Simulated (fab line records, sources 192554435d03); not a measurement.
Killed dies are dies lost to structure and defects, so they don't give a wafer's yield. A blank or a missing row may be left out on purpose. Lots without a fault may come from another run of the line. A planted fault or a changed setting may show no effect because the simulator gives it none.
Problem report in the 8D (eight disciplines) form, filled by code | flow n5_finfet | the parts of the form that need people (team, actions taken, sign-off) are left out

1. THE PROBLEM
raw_defect_count at N5_BEOL_M2_INSPECT_59 reads a mean of 352 on 6 wafers of 2 lots; wafers without a fault read 70 with a standard deviation of 23. That is +12 standard deviations from the usual mean.
The step: inspects for defects (darkfield).
First seen on wafer L372.1, day 10 17:29, on defect_inspect-02. The record holds 30 wafers of 10 lots with a number at this step. Rule for "out", or "out of limits": more than 4 standard deviations from the usual mean. The other wafers with a number count as sound.

2. WHAT IT IS AND WHAT IT IS NOT
question                    | is                     | is not
which readings at this step | raw_defect_count       | -
which lots                  | L372, L373             | L358, L362, L363, L364, L365, L366, L368, L369
which wafers of those lots  | all that have a number | -
read on which gauges        | defect_inspect-02      | defect_inspect-01
when                        | from day 10 17:29      | up to then (24 sound wafers)

3. SUSPECTS, AND WHAT RULES EACH OUT
Counting: a tool at a process step up to the reading stays a suspect if it ran every lot that is out and no sound lot after the first of them.
- the gauge at N5_BEOL_M2_INSPECT_59: ruled out. All the wafers that are out were read on defect_inspect-02, but those of them that N5_PASSIVATION_PROBE_49 has rows for are out there too, on other tools.
- pvd_sputter-03 at N5_BEOL_M2_ANNEAL_82 (time 240 s): kept. It ran every lot that is out, first L372 (day 10 14:58), and no sound lot after that; its last sound lot up to then is L363 (day 8 09:49).
- pvd_sputter-03 at N5_BEOL_M2_ANNEAL_89 (time 240 s): kept. It ran every lot that is out, first L372 (day 10 15:24), and no sound lot after that; its last sound lot up to then is L363 (day 8 10:16).
- pvd_sputter-03 at N5_BEOL_M2_ANNEAL_95 (time 240 s): kept. It ran every lot that is out, first L372 (day 10 16:04), and no sound lot after that; its last sound lot up to then is L363 (day 8 10:55).
- cvd_co-02 at N5_BEOL_M2_PRE_CLEAN_60 (time 15 s): kept. It ran every lot that is out, first L372 (day 10 17:11), and no sound lot after that; its last sound lot up to then is L368 (day 9 21:52).
Left after counting: pvd_sputter-03 at N5_BEOL_M2_ANNEAL_82, pvd_sputter-03 at N5_BEOL_M2_ANNEAL_89, pvd_sputter-03 at N5_BEOL_M2_ANNEAL_95, cvd_co-02 at N5_BEOL_M2_PRE_CLEAN_60.

4. THE CAUSE (what the simulator had put in)
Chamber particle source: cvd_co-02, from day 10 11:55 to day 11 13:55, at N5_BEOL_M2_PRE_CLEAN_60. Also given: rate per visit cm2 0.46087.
Counting left 4 suspects, and this tool is among them.

5. THE CHAIN OF EFFECTS, in route order
Each row: a reading whose mean over the struck wafers that have a number lies more than 3 standard deviations from the usual. Only readings for which the record gives a usual standard deviation are gone through. hours: the time from each lot's start at the first step in this table that gives one to its start at this step, as a median over the lots. sigmas: the change in usual standard deviations.
hours | step                    | reading              | usual  | on struck wafers | change | sigmas
0     | N5_BEOL_M2_INSPECT_59   | raw_defect_count     | 70     | 352              | +282   | +12
124   | N5_PASSIVATION_PROBE_49 | defect_limited_yield | 91.5 % | 85.8             | -5.7   | -4.1
124   | N5_PASSIVATION_PROBE_49 | killed_at_M0_to_M3   | 33     | 103              | +70    | +7.0
124   | N5_PASSIVATION_PROBE_49 | killed_dies          | 100    | 168              | +68    | +4.2
124   | N5_PASSIVATION_PROBE_49 | killed_on_rim        | 13     | 26               | +13    | +3.3
124   | N5_PASSIVATION_PROBE_49 | sort_bin_5_function  | 5.0 %  | 9.1              | +4.1   | +4.2
124   | N5_PASSIVATION_PROBE_49 | sort_n_pass          | 1080   | 1012             | -68    | -4.2
124   | N5_PASSIVATION_PROBE_49 | sort_yield_pct       | 91.5 % | 85.8             | -5.7   | -4.1
The process steps in it:
- N5_PASSIVATION_PROBE_49
Later measuring or inspecting steps at which every struck wafer that the step has a row for has a number for every such reading, and none has moved that far: N5_BEOL_M3_INSPECT_30, N5_BEOL_M4_RC_MEAS_101.

6. WHAT WOULD HAVE CAUGHT IT SOONER
In this record the first reading out of limits at a measuring or inspecting step was taken at day 10 17:29, 6 hours after the fault began at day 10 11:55.
Of the tool readings at N5_BEOL_M2_PRE_CLEAN_60 for which the record gives a usual standard deviation, none was out on any struck wafer, so an alarm limit of 4 standard deviations on them would not have fired.
Of the lots that are out (2), L373 began N5_BEOL_M2_PRE_CLEAN_60 on cvd_co-02 after day 10 17:29. A hold on the tool at that time would have spared it.
